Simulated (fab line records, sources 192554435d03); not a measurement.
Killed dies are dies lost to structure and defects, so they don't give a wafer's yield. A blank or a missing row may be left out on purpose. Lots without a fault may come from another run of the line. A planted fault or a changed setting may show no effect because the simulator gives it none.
Chamber matching | flow n5_finfet | N5_MOL_CONTACT_COAG_CMP_52 on cmp-03: 4 sister chambers
The step polishes, stops on SiO2, t overpolish 1.5 s, target thk 66.5 nm. 8 wafers are shown with their chamber, then 9 later ones without.

WAFERS WITH THEIR CHAMBER
wafer  | chamber | motor_current_A (A) | time_to_endpoint_s (s)
L081.2 | 0       | 11.3                | 10.6
L081.4 | 3       | 12.5                | 12.7
L083.4 | 0       | 11.3                | 14.4
L083.1 | 2       | 12.1                | 13.0
L083.3 | 3       | 13.7                | 13.3
L085.4 | 1       | 12.6                | 15.4
L085.5 | 1       | 12.6                | 12.6
L085.6 | 2       | 13.3                | 11.8

WAFERS WITHOUT THEIR CHAMBER
wafer  | motor_current_A (A) | time_to_endpoint_s (s)
L089.1 | 13.2                | 13.5
L089.3 | 10.6                | 12.9
L089.5 | 11.3                | 14.0
L093.1 | 11.4                | 13.7
L093.3 | 13.5                | 12.6
L093.4 | 12.2                | 12.8
L093.2 | 12.9                | 15.6
L093.5 | 13.5                | 12.8
L093.6 | 11.5                | 13.4

WHICH CHAMBER EACH WENT THROUGH
wafer  | from the rows above               | in truth
L089.1 | can't be placed: 3 or 1 or 2      | 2
L089.3 | 0                                 | 0
L089.5 | can't be placed: 0 or 1 or 2      | 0
L093.1 | can't be placed: 0 or 1 or 2      | 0
L093.3 | can't be placed: 3 or 2 or 1      | 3
L093.4 | can't be placed: 2 or 1 or 3 or 0 | 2
L093.2 | can't be placed: 1 or 3 or 2      | 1
L093.5 | can't be placed: 3 or 2 or 1      | 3
L093.6 | can't be placed: 0 or 1 or 2      | 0
Placed correctly: 1 of 9. Can't be placed from these rows: 8 (the true chamber is among the candidates in 8). Placed wrongly: 0.
How it was worked out, from the rows above alone: a wafer's distance from a chamber is the root of the sum, over the readings, of the square of ((its reading less the chamber's mean) divided by the reading's scatter). The wafer belongs to the nearest chamber; if the next one is less than 2 further off, it can't be placed. A chamber's mean is the mean of its shown wafers. The scatter: the root of (the sum of the squares of (reading less its chamber's mean) over the shown wafers, divided by (wafers less chambers)).
